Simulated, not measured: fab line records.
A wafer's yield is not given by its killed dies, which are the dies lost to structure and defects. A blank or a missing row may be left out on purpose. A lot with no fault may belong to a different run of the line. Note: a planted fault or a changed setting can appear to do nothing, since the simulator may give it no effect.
Chamber matching + flow n5 finfet + rie diel-02 running N5_BEOL_M0_STRIP_140: 4 sister chambers
The step strips in CF4. 16 wafers are shown with their chamber, then 8 later ones without.

== EACH WAFER AND ITS CHAMBER ==
| wafer  | chamber | drypump motor current A (A) | showerhead plenum p Torr (Torr) | throttle valve pct (%) |
|--------|---------|-----------------------------|---------------------------------|------------------------|
| L075.3 | 3       | 4.9                         | 1.82                            | 13.44                  |
| L075.4 | 0       | 6.1                         | 1.74                            | 13.58                  |
| L075.6 | 3       | 4.9                         | 1.82                            | 13.48                  |
| L083.2 | 3       | 4.9                         | 1.82                            | 13.48                  |
| L083.3 | 1       | 5.2                         | 1.78                            | 13.41                  |
| L083.4 | 0       | 6.1                         | 1.73                            | 13.64                  |
| L088.1 | 2       | 5.8                         | 1.89                            | 13.50                  |
| L088.3 | 0       | 6.2                         | 1.73                            | 13.67                  |
| L088.4 | 3       | 4.9                         | 1.81                            | 13.50                  |
| L089.1 | 3       | 4.9                         | 1.82                            | 13.54                  |
| L089.2 | 2       | 5.8                         | 1.89                            | 13.50                  |
| L089.6 | 2       | 5.8                         | 1.89                            | 13.52                  |
| L090.1 | 0       | 6.1                         | 1.73                            | 13.67                  |
| L090.2 | 3       | 4.8                         | 1.81                            | 13.51                  |
| L090.4 | 2       | 5.8                         | 1.89                            | 13.48                  |
| L092.1 | 3       | 4.9                         | 1.81                            | 13.53                  |

SIGNATURES, as means of the wafers listed above
| reading                  | chamber 0 | chamber 1 | chamber 2 | chamber 3 | scatter within a chamber |
|--------------------------|-----------|-----------|-----------|-----------|--------------------------|
| drypump motor current A  | 6.125     | 5.200     | 5.800     | 4.886     | 0.0366                   |
| showerhead plenum p Torr | 1.7325    | 1.7800    | 1.8900    | 1.8157    | 0.00453                  |
| throttle valve pct       | 13.6400   | 13.4100   | 13.5000   | 13.4971   | 0.0331                   |
Rule: distance of a wafer from a chamber = root of the sum over the readings of ((wafer's reading minus chamber's mean) / reading's scatter) squared. If the next closest chamber is less than 2 further off than the closest, the wafer can't be placed; otherwise it belongs to the closest. The scatter is the square root of a quotient: the sum, over the shown wafers, of each reading's squared deviation from its chamber's mean, divided by wafers minus chambers.

== WAFERS WITHOUT THEIR CHAMBER ==
| wafer  | drypump motor current A (A) | showerhead plenum p Torr (Torr) | throttle valve pct (%) |
|--------|-----------------------------|---------------------------------|------------------------|
| L092.3 | 5.8                         | 1.89                            | 13.50                  |
| L092.4 | 5.2                         | 1.77                            | 13.42                  |
| L093.1 | 6.2                         | 1.73                            | 13.67                  |
| L093.2 | 4.8                         | 1.81                            | 13.53                  |
| L093.5 | 5.8                         | 1.89                            | 13.50                  |
| L096.3 | 6.1                         | 1.72                            | 13.70                  |
| L096.5 | 4.9                         | 1.81                            | 13.57                  |
| L096.6 | 5.8                         | 1.89                            | 13.53                  |

== CHAMBER TAKEN BY EACH ==
| wafer  | from the rows above | in truth |
|--------|---------------------|----------|
| L092.3 | 2                   | 2        |
| L092.4 | 1                   | 1        |
| L093.1 | 0                   | 0        |
| L093.2 | 3                   | 3        |
| L093.5 | 2                   | 2        |
| L096.3 | 0                   | 0        |
| L096.5 | 3                   | 3        |
| L096.6 | 2                   | 2        |
Correctly placed: 8 of 8. Can't be placed from these rows: 0. Wrongly placed: 0.
